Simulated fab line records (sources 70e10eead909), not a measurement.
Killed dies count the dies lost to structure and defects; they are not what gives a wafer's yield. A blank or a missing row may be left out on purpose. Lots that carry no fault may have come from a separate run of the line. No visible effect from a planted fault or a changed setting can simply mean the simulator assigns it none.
Struck lot and sound lot, side by side + flow nandHarc + 43 out of 1159 route steps
Sound: these wafers, L928.3, L928.4, L928.5. Wafers struck: L942.1, L942.2, L942.3. The cause is given at the end.
For every step that has rows: the tool of each side, followed by ch and its chambers, followed by its first start. Under that, the readings that differ: sound wafers + struck wafers + difference of the means + sigmas: that difference in standard deviations of wafers without a fault.
alike: a reading whose means differ by less than 2 such deviations, as well as words and numbers matching on both sides. not compared: withheld readings; readings where some wafer has no value; bounds like >300 that might hide an equal value; numbers whose values overlap and for which the record gives no deviation.
Wherever a step has rows on one side only, a row that says differs or no value, or a row with sigmas, the two part there. Numbers that have no deviation but don't overlap get no sigmas and don't part them. Lack of a reading on every wafer of one side parts them only where that side has two or more wafers.

first, 2 steps without rows for these wafers: NHARC_THIN_TSV_GRIND_00; NHARC_THIN_TSV_CMP_01 (polishes).
NHARC_THIN_TSV_THK_MEAS_02: measures by ir.
  sound on filmMetro-01, day 19 10:46; struck on filmMetro-01, day 21 21:52
  alike: thkNm
then, 9 steps without rows for these wafers: NHARC_THIN_TSV_SRD_03; NHARC_THIN_TSV_PRECLEAN_41 (cleans in SC1); NHARC_THIN_TSV_SRD_42; NHARC_THIN_TSV_DEP_43 (deposits SiO2, target thk 1328.5 nm); NHARC_THIN_TSV_DEHYDRATE_04 (time 120 s); NHARC_THIN_TSV_HMDS_05 (time 30 s); NHARC_THIN_TSV_COAT_06; NHARC_THIN_TSV_SOFTBAKE_07 (time 95 s); NHARC_THIN_TSV_EBR_08.
NHARC_THIN_TSV_EXPOSE_09: exposes mask TSV.
  sound on krfScanner-01 ch 0, day 19 11:40; struck on krfScanner-04 ch 0, day 21 22:46
| reading           | sound             | struck            | difference | sigmas      |
|-------------------|-------------------|-------------------|------------|-------------|
| exposureDoseMJCm2 | 30.75 30.72 30.72 | 39.81 39.82 39.81 | +9.08      | +99 or more |
  alike: mask
then, 2 steps without rows for these wafers: NHARC_THIN_TSV_PEB_10 (peb time 85 s); NHARC_THIN_TSV_DEVELOP_11 (time 70 s).
NHARC_THIN_TSV_CD_MEAS_12: the cd target is 1000 nm.
  sound on cdSem-01 ch 0, day 19 11:49; struck on cdSem-03 ch 0, day 21 22:56
| reading   | sound             | struck               | difference | sigmas |
|-----------|-------------------|----------------------|------------|--------|
| cdNm (nm) | 999.6 999.9 999.4 | 1007.9 1010.6 1008.0 | +9.2       | +5     |
then, 1 step without rows for these wafers: NHARC_THIN_TSV_HARDBAKE_13 (time 80 s).
NHARC_THIN_TSV_DESCUM_14: chemistry O2, time 3 s.
  sound on rieDiel-13 ch 0,2, day 19 11:59; struck on rieDiel-02 ch 0,2,3, day 21 23:05
  alike: drypumpMotorCurrentA, oesProductAu, rfVppV, showerheadPlenumPTorr, throttleValvePct
  not compared: rfHoursCounterH
then, 2 steps without rows for these wafers: NHARC_THIN_TSV_ETCH_44 (etches the open film in CF4/O2, target depth 1594.2 nm, time 797.1 s); NHARC_THIN_TSV_ETCH_15 (target depth 3000 nm, bosch target overetch cycles 2, bosch etch step 2.8 s).
NHARC_THIN_TSV_CD_MEAS_16:
  sound on cdSem-01, day 19 12:51; struck on cdSem-01, day 21 23:54
| reading   | sound               | struck               | difference | sigmas |
|-----------|---------------------|----------------------|------------|--------|
| cdNm (nm) | 1000.8 1000.9 999.1 | 1008.4 1010.3 1008.8 | +8.9       | +5     |
then, 4 steps without rows for these wafers: NHARC_THIN_TSV_STRIP_45 (strips in O2); NHARC_THIN_TSV_STRIP_46 (strips in post etch residue remover, time 1200 s); NHARC_THIN_TSV_DEP_47 (deposits SiO2, target thk 200 nm); NHARC_THIN_TSV_ETCHBACK_48 (etches the open film in C4F8/Ar, target depth 1028.5 nm, time 405.17 s).
NHARC_THIN_TSV_STRIP_62: strips in N2/H2, time 20 s.
  sound on plasmaAsher-02 ch 0,1, day 19 14:48; struck on plasmaAsher-02 ch 0,1, day 22 01:36
  alike: drypumpMotorCurrentA, heaterPowerW
  not compared: rfHoursCounterH
NHARC_THIN_TSV_DEGAS_49: time 120 s.
  sound on pvdSputter-02, day 19 14:56; struck on pvdSputter-01, day 22 01:48
  alike: heaterPowerW
then, 7 steps without rows for these wafers: NHARC_THIN_TSV_PRE_CLEAN_50 (time 30 s); NHARC_THIN_TSV_PVD_19 (deposits TaN, target thk 20 nm); NHARC_THIN_TSV_PVD_51 (deposits Cu, target thk 100 nm); NHARC_THIN_TSV_ECD_20 (material Cu, target thk 2000 nm); NHARC_THIN_TSV_ANNEAL_52 (time 90 s); NHARC_THIN_TSV_CMP_21 (polishes, t overpolish 30 s, target thk 2000 nm); NHARC_THIN_TSV_SRD_23.
NHARC_THIN_TSV_DEGAS_53: time 60 s.
  sound on pvdSputter-03, day 19 16:57; struck on pvdSputter-01, day 22 03:47
  alike: heaterPowerW
NHARC_THIN_TSV_PRE_CLEAN_54: time 30 s.
  sound on pvdSputter-03, day 19 17:02; struck on pvdSputter-01, day 22 03:52
  alike: heaterPowerW
then, 5 steps without rows for these wafers: NHARC_THIN_TSV_PVD_55 (deposits TiN, target thk 50 nm); NHARC_THIN_TSV_PVD_24 (deposits Al, target thk 800 nm); NHARC_THIN_TSV_DEHYDRATE_25 (time 120 s); NHARC_THIN_TSV_HMDS_26 (time 30 s); NHARC_THIN_TSV_COAT_27.
NHARC_THIN_TSV_CD_MEAS_37:
  sound on cdSem-03, day 19 19:25; struck on cdSem-03, day 22 06:22
| reading   | sound                | struck               | difference | sigmas |
|-----------|----------------------|----------------------|------------|--------|
| cdNm (nm) | 5000.8 5001.4 4999.2 | 5006.7 5008.0 5006.5 | +6.6       | +3     |
NHARC_END_SORT_01:
  the record has rows for the sound wafers here (prober-02 ch 0, day 21 17:05) and none for the struck ones

## WHERE THEY PART
Earliest at NHARC_THIN_TSV_EXPOSE_09; latest, in this record, at NHARC_END_SORT_01.

WHY: what the simulator had put in
Process parameters drifting: krfScanner-04 at NHARC_THIN_TSV_EXPOSE_09, beginning at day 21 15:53. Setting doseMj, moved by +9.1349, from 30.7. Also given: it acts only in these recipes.
